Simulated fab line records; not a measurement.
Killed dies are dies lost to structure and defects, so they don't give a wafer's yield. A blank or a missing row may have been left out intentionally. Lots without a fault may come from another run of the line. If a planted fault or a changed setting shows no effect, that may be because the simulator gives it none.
Split-lot trial | flow n5-finfet | on a route of 1938 steps: 7 lots, 21 wafers read

== THE SPLIT ITSELF ==
At N5_MOL_CONTACT_COAG_ALD_27 (deposits SiOC, target thk 17 nm, pulse time 1.5 s, time 2720 s), the setting time-s was moved away from the recipe's 2720 s on 8 of the 21 wafers read, by -21.8% to +17.1%. All remaining wafers had this setting at the recipe value.

The reading is taken at the split's own step.

== THE READING ==
SiOC_of_MOL_CONTACT_COAG_ALD_27.thk-nm (the simulator's own value, which no gauge read), in nm, at N5_MOL_CONTACT_COAG_ALD_27 (deposits SiOC, target thk 17 nm, pulse time 1.5 s, time 2720 s). No usual value for it is given in the file. Average 17.1 nm, standard deviation 0.13 nm, over the 13 wafers here run with the recipe.

wafer  | tool, chamber at the split | time-s as run, s | against the recipe | SiOC_of_MOL_CONTACT_COAG_ALD_27.thk-nm, nm | against lot-mates on the recipe
L075.1 | ald-sin-02, 0              | 2720             | recipe             | 17                                         | -
L075.5 | ald-sin-02, 3,2            | 2720             | recipe             | 17.2                                       | -
L075.6 | ald-sin-02, 3,2            | 2720             | recipe             | 17.2                                       | -
L081.1 | ald-sin-03, 3              | 2377             | -12.6%             | 15                                         | no lot-mate on the recipe
L081.6 | ald-sin-03, 3              | 2377             | -12.6%             | 15                                         | no lot-mate on the recipe
L081.5 | ald-sin-03, 0              | 2377             | -12.6%             | 14.8                                       | no lot-mate on the recipe
L080.1 | ald-sin-04, 1              | 3185             | +17.1%             | 17                                         | +0.2
L080.3 | ald-sin-04, 0              | 2720             | recipe             | 16.8                                       | -
L080.4 | ald-sin-04, 3              | 3185             | +17.1%             | 16.8                                       | +0.0
L083.2 | ald-sin-04, 2              | 2128             | -21.8%             | 13.2                                       | -3.9
L083.3 | ald-sin-04, 1              | 2720             | recipe             | 17.2                                       | -
L083.5 | ald-sin-04, 0              | 2720             | recipe             | 17                                         | -
L085.1 | ald-sin-02, 2,1            | 2720             | recipe             | 17                                         | -
L085.6 | ald-sin-02, 2,1            | 2720             | recipe             | 17                                         | -
L085.3 | ald-sin-02, 3              | 2720             | recipe             | 17.2                                       | -
L088.1 | ald-sin-03, 0,1,3          | 2720             | recipe             | 17.2                                       | -
L088.2 | ald-sin-03, 0,1,3          | 2720             | recipe             | 17.2                                       | -
L088.3 | ald-sin-03, 0,1,3          | 2720             | recipe             | 17.2                                       | -
L097.1 | ald-sin-03, 3,2            | 2259             | -16.9%             | 14.2                                       | -2.8
L097.5 | ald-sin-03, 3,2            | 2259             | -16.9%             | 14.2                                       | -2.8
L097.6 | ald-sin-03, 1              | 2720             | recipe             | 17                                         | -
If several chambers appear in one row, that row covers several wafers at once and the file leaves open which wafer was in which chamber.

FIT RESULTS
A straight line over all 21 wafers: SiOC_of_MOL_CONTACT_COAG_ALD_27.thk-nm changes by +0.109 nm for each +1% of time-s; r = +0.83; the points scatter about the line by 0.73 nm.
The same after taking each lot's own level away (the mean of its wafers on the recipe; 18 wafers): +0.107 nm for each +1%; r = +0.84; scatter 0.7 nm.
Per that fit: largest time-s move, reading shift of 2.3 nm.
Across the lots, their own levels run from 16.80 to 17.20 nm, a range of 3.2 times the standard deviation given above.
The two slopes are in agreement: the lot-to-lot level therefore moves the slope only a little.
Check: -2.17 nm against its lot-mates is what the line predicts for one of the wafers moved furthest among these (-21.8%) when that wafer is left out of the fit. Against them it came out at -3.9 nm.

== OTHER SPLITS APPLIED TO THESE WAFERS ==
These wafers also went through other splits before the reading. Each is held against what the fit with the lots' levels taken away leaves over:
other split on the same wafers    | wafers away from the commonest value | r with SiOC_of_MOL_CONTACT_COAG_ALD_27.thk-nm (lot level and that fit taken away)
N5_HKMG_FIN_COAT_06 spin-rpm      | 6                                    | -0.26
N5_HKMG_FIN_EXPOSE_09 dose-mj     | 7                                    | -0.44
N5_GATE_CUT_DESCUM_18 time-s      | 5                                    | -0.36
N5_GATE_CUT_ETCH_36 cf4-flow-sccm | 9                                    | +0.01

== FILE'S OWN FIT ==
SiOC_of_MOL_CONTACT_COAG_ALD_27.thk-nm changes by +0.127 nm for each +1% of time-s, r = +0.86.
